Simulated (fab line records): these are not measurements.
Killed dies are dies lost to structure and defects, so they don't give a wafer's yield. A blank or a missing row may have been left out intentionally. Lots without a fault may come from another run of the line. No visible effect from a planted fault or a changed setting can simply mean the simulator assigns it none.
2 desks, one fault / flow nandHarc / numbers are kept per desk, each desk with only its own; the story behind them comes last

THE METROLOGY DESK
Lot by lot, what the gauges showed, no matter which tool ran the lot: averages of those sampled wafers that carry a number. If a lot's mean is further than 4 standard deviations from the usual mean, the lot is out of limits and carries the mark OUT (the distance appears in the brackets).
Columns: A = cdNm at NHARC_A_CONTACT_CD_MEAS_80, usual 289.7 nm; B = cdNm at NHARC_A_CONTACT_CD_MEAS_08, usual 199.9 nm
lot=L755; first seen here=day 22 12:03; A=290.1; B=200.3
lot=L757; first seen here=day 23 02:20; A=289.6; B=199.7
lot=L758; first seen here=day 23 15:20; A=290.1; B=200.0
lot=L762; first seen here=day 24 21:07; A=288.3; B=198.2
lot=L765; first seen here=day 26 07:50; A=289.5; B=198.5
lot=L766; first seen here=day 27 03:34; A=290.4; B=200.0
lot=L769; first seen here=day 28 01:53; A=288.7; B=200.1
lot=L767; first seen here=day 28 07:50; A=289.5; B=200.1
lot=L770; first seen here=day 28 09:41; A=290.0; B=199.7
lot=L774; first seen here=day 30 13:06; A=289.5; B=199.1
lot=L775; first seen here=day 30 16:38; A=289.7; B=200.0
lot=L777; first seen here=day 31 21:13; A=289.1; B=199.1
This desk's verdict: no lot among the 12 shows anything out of limits.

AT THE TOOL OWNER'S DESK: arfiScanner-03
The tool's own readings at NHARC_A_CONTACT_EXPOSE_05 (exposes mask A CC): means of the sampled wafers that have a number, for each lot that ran on this tool. If a lot's mean is further than 4 standard deviations from the usual mean, the lot is out of limits and carries the mark OUT (the distance appears in the brackets).
Columns: A = exposureDoseMJCm2 at NHARC_A_CONTACT_EXPOSE_05, usual 84.25
lot=L755; first seen here=day 22 18:25; A=84.31
lot=L758; first seen here=day 23 19:37; A=84.21
lot=L762; first seen here=day 25 01:01; A=82.33 (-19) OUT
lot=L765; first seen here=day 26 13:31; A=82.58 (-17) OUT
This desk's finding: out of limits on L762, L765; first on L762, day 25 01:01 (exposureDoseMJCm2 at NHARC_A_CONTACT_EXPOSE_05). L755, L758: within limits.

PUT TOGETHER
An alarm could have come from the tool owner's desk at day 25 01:01, on L762, L765.
At the metrology desk, nothing out of limits was observed.
The metrology desk has L762, L765 on record, within its limits.
Every lot named ran NHARC_A_CONTACT_EXPOSE_05 on arfiScanner-03.

WHAT THE SIMULATOR PUT IN
Process parameter drift: arfiScanner-03, from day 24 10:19 on, at NHARC_A_CONTACT_EXPOSE_05. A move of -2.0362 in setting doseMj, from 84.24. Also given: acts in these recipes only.
Struck lots among those shown: L762, L765.
Delay in hours, fault start to first out-of-limits reading, by desk: the tool owner's desk at 15.
